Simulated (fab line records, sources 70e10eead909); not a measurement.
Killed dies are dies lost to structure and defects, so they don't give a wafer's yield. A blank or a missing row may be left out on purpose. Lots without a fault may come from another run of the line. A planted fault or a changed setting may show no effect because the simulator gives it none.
A struck lot beside a sound one | flow nand_harc | 14 steps out of a route of 1302
Sound: wafers L469.1, L469.3, L469.5. Struck: wafers L481.1, L481.2, L481.4. The cause comes at the end.
At each step with rows: each side's tool, then ch and its chambers, then its first start. Under that, the readings that differ: sound wafers | struck wafers | difference of the means | sigmas: that difference in standard deviations of wafers without a fault.
alike: readings whose means differ by less than 2 such deviations, and words and numbers that are the same on both sides. not compared: withheld readings, readings that some wafer has no value for, bounds like >300 that may hide the same value, and numbers for which the record gives no deviation and whose values overlap.
The two part at a step that has a row with sigmas, a row that says differs or no value, or rows on one side only. Numbers that don't overlap but have no deviation are shown without sigmas and don't part them. A reading that every wafer of one side lacks parts them only if that side has two wafers or more.

first, 2 steps without rows for these wafers: NHARC_P_GATE_PEB_89 (peb time 85 s); NHARC_P_GATE_DEVELOP_90 (time 70 s).
NHARC_P_GATE_CD_MEAS_91: target cd 2000 nm.
  sound on cd_sem-02 ch 0, day 7 07:41; struck on cd_sem-02 ch 0, day 12 04:04
  alike: cd_nm
then, 1 step without rows for these wafers: NHARC_P_GATE_HARDBAKE_92 (time 80 s).
NHARC_P_GATE_DESCUM_93: chemistry O2, time 3 s.
  sound on rie_diel-07 ch 1,2,3, day 7 07:52; struck on rie_diel-10 ch 0,1, day 12 04:13
  alike: drypump_motor_current_A, oes_product_au, rf_vpp_V, showerhead_plenum_p_Torr, throttle_valve_pct
  not compared: rf_hours_counter_h
then, 1 step without rows for these wafers: NHARC_P_GATE_IMPLANT_94.
NHARC_P_GATE_STRIP_113: strips in N2/H2, time 740 s.
  sound on plasma_asher-02 ch 0,1, day 7 08:13; struck on plasma_asher-02 ch 0,1, day 12 04:37
  alike: drypump_motor_current_A, heater_power_w
  not compared: rf_hours_counter_h
NHARC_P_GATE_STRIP_95: strips in O2.
  sound on plasma_asher-02 ch 0,1, day 7 08:55; struck on plasma_asher-02 ch 0,1, day 12 05:20
  alike: drypump_motor_current_A, heater_power_w
  not compared: rf_hours_counter_h
then, 1 step without rows for these wafers: NHARC_P_GATE_STRIP_96 (strips in SPM, time 900 s).
NHARC_P_GATE_RTA_64: time 1 s.
  sound on rtp_anneal-01 ch 0, day 7 09:29; struck on rtp_anneal-02 ch 0, day 12 05:53
  reading            | sound          | struck         | difference | sigmas
  lamp_power_pct (%) | 31.9 31.9 31.9 | 33.0 32.9 33.0 | +1.1       | +2
  alike: wafer_temp_C_max
then, 1 step without rows for these wafers: NHARC_P_GATE_ETCH_77 (etches SiO2 in dHF, target depth 6 nm).
NHARC_P_GATE_DEGAS_109: time 60 s.
  sound on pvd_sputter-02, day 7 09:47; struck on pvd_sputter-02, day 12 06:11
  alike: heater_power_w
NHARC_P_GATE_PRE_CLEAN_110: time 30 s.
  sound on pvd_sputter-02, day 7 09:50; struck on pvd_sputter-02, day 12 06:14
  no value came back on the struck wafers for bias_v (V), time_s (s); on the sound wafers bias_v (V) reads 199.4 199.7 202.8
then, 1 step without rows for these wafers: NHARC_P_GATE_SPUTTER_78 (material Ni, target thk 10 nm).

WHERE THEY PART
First at NHARC_P_GATE_RTA_64; last, within this record, at NHARC_P_GATE_PRE_CLEAN_110.

WHY: what the simulator had put in
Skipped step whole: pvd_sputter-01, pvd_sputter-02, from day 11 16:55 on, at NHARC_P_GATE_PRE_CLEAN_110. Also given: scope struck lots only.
